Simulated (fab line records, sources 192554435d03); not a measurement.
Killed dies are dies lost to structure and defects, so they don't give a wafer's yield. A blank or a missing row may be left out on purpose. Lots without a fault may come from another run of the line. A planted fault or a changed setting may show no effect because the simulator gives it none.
Split-lot experiment | flow n5_finfet | 7 lots, 21 wafers read, on a route of 1938 steps

THE SPLIT
At N5_BEOL_M10_COAT_60 (time 60 s, resist thk 30 nm), the setting spin_rpm was moved away from the recipe's 1500 rpm on 5 of the 21 wafers read, by -6.9% to +9.3%. The other wafers ran this setting at the recipe's value.

FROM THE SPLIT TO THE READING: what the file shows between them, 3 steps
- N5_BEOL_M10_COAT_05: resist thk 90 nm
- N5_BEOL_M10_EBR_07
- N5_BEOL_M10_DESCUM_16: chemistry O2, time 7.9 s

THE READING
etch.depth_nm (the simulator's own value, which no gauge read), in nm, at N5_BEOL_M10_ETCH_61 (etches SiARC in CF4, target depth 39 nm, time 65 s). The file gives no usual value for it. The 16 wafers here that ran the recipe average 30.04 nm, standard deviation 0.079 nm.

wafer  | tool, chamber at the split | spin_rpm as run, rpm | against the recipe | etch.depth_nm, nm | against lot-mates on the recipe
L074.1 | litho_track-04, 0          | 1500                 | recipe             | 29.93             | -
L074.4 | litho_track-04, 0          | 1555                 | +3.7%              | 29.47             | -0.51
L074.5 | litho_track-04, 0          | 1500                 | recipe             | 30.02             | -
L078.3 | litho_track-02, 0          | 1500                 | recipe             | 30                | -
L078.6 | litho_track-02, 0          | 1500                 | recipe             | 30                | -
L078.4 | litho_track-02, 0          | 1500                 | recipe             | 30.05             | -
L082.3 | litho_track-04, 0          | 1500                 | recipe             | 30.11             | -
L082.4 | litho_track-04, 0          | 1500                 | recipe             | 30.14             | -
L082.5 | litho_track-04, 0          | 1639                 | +9.3%              | 28.82             | -1.30
L086.2 | litho_track-03, 0          | 1500                 | recipe             | 30.09             | -
L086.4 | litho_track-03, 0          | 1500                 | recipe             | 30.07             | -
L086.5 | litho_track-03, 0          | 1500                 | recipe             | 30.11             | -
L087.4 | litho_track-02, 0          | 1500                 | recipe             | 30.15             | -
L087.5 | litho_track-02, 0          | 1500                 | recipe             | 30.17             | -
L087.6 | litho_track-02, 0          | 1397                 | -6.9%              | 31.17             | +1.01
L095.3 | litho_track-04, 0          | 1543                 | +2.9%              | 29.55             | -0.40
L095.5 | litho_track-04, 0          | 1543                 | +2.9%              | 29.52             | -0.43
L095.6 | litho_track-04, 0          | 1500                 | recipe             | 29.95             | -
L093.1 | litho_track-02, 0          | 1500                 | recipe             | 29.96             | -
L093.3 | litho_track-02, 0          | 1500                 | recipe             | 29.94             | -
L093.5 | litho_track-02, 0          | 1500                 | recipe             | 29.95             | -

THE FIT
A straight line over all 21 wafers: etch.depth_nm changes by -0.148 nm for each +1% of spin_rpm; r = -0.98; the points scatter about the line by 0.089 nm.
The same after taking each lot's own level away (the mean of its wafers on the recipe; 21 wafers): -0.143 nm for each +1%; r = -1.00; scatter 0.022 nm.
On that fit, the largest move of spin_rpm shifts the reading by 1.3 nm.
The lots' own levels span 29.950 to 30.160 nm, that is 2.6 times the standard deviation above.
So the lot-to-lot level changes the slope little: the two slopes agree.
Check: with one of the wafers moved furthest among these (+9.3%) left out of the fit, the line predicts -1.34 nm for it against its lot-mates. It came out at -1.3 nm against them.

OTHER SPLITS ON THESE WAFERS
These wafers also went through other splits before the reading. Each is held against what the fit with the lots' levels taken away leaves over:
other split on the same wafers  | wafers away from the commonest value | r with etch.depth_nm (lot level and that fit taken away)
N5_BEOL_M6_VIA_ETCH_34 time_s   | 4                                    | -0.06
N5_BEOL_M7_VIA_ETCH_34 source_w | 11                                   | +0.00
N5_BEOL_M8_ILD_DEP_00 time_s    | 11                                   | +0.11
N5_BEOL_M8_PECVD_70 temp_c      | 4                                    | -0.29
N5_BEOL_M8_DEP_56 time_s        | 5                                    | +0.21
N5_BEOL_M9_COAT_60 spin_rpm     | 9                                    | +0.10

THE WHOLE CHAIN: every reading that the file lists as answering this split, in the file's order
step                | what it does                                       | reading                                                                             | change (the file's fit)               | r (the file's)
N5_BEOL_M10_COAT_60 | time 60 s, resist thk 30 nm                        | SiARC_of_BEOL_M10_COAT_60.thk_nm (the simulator's own value, which no gauge read)   | -0.15 nm for each +1% of the setting  | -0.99
N5_BEOL_M10_ETCH_61 | etches SiARC in CF4, target depth 39 nm, time 65 s | CAR-ArF_of_BEOL_M10_COAT_05.thk_nm (the simulator's own value, which no gauge read) | +0.139 nm for each +1% of the setting | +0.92
N5_BEOL_M10_ETCH_61 | etches SiARC in CF4, target depth 39 nm, time 65 s | etch.depth_nm (the simulator's own value, which no gauge read)                      | -0.142 nm for each +1% of the setting | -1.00

THE FILE'S OWN FIT
etch.depth_nm changes by -0.142 nm for each +1% of spin_rpm, r = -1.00.
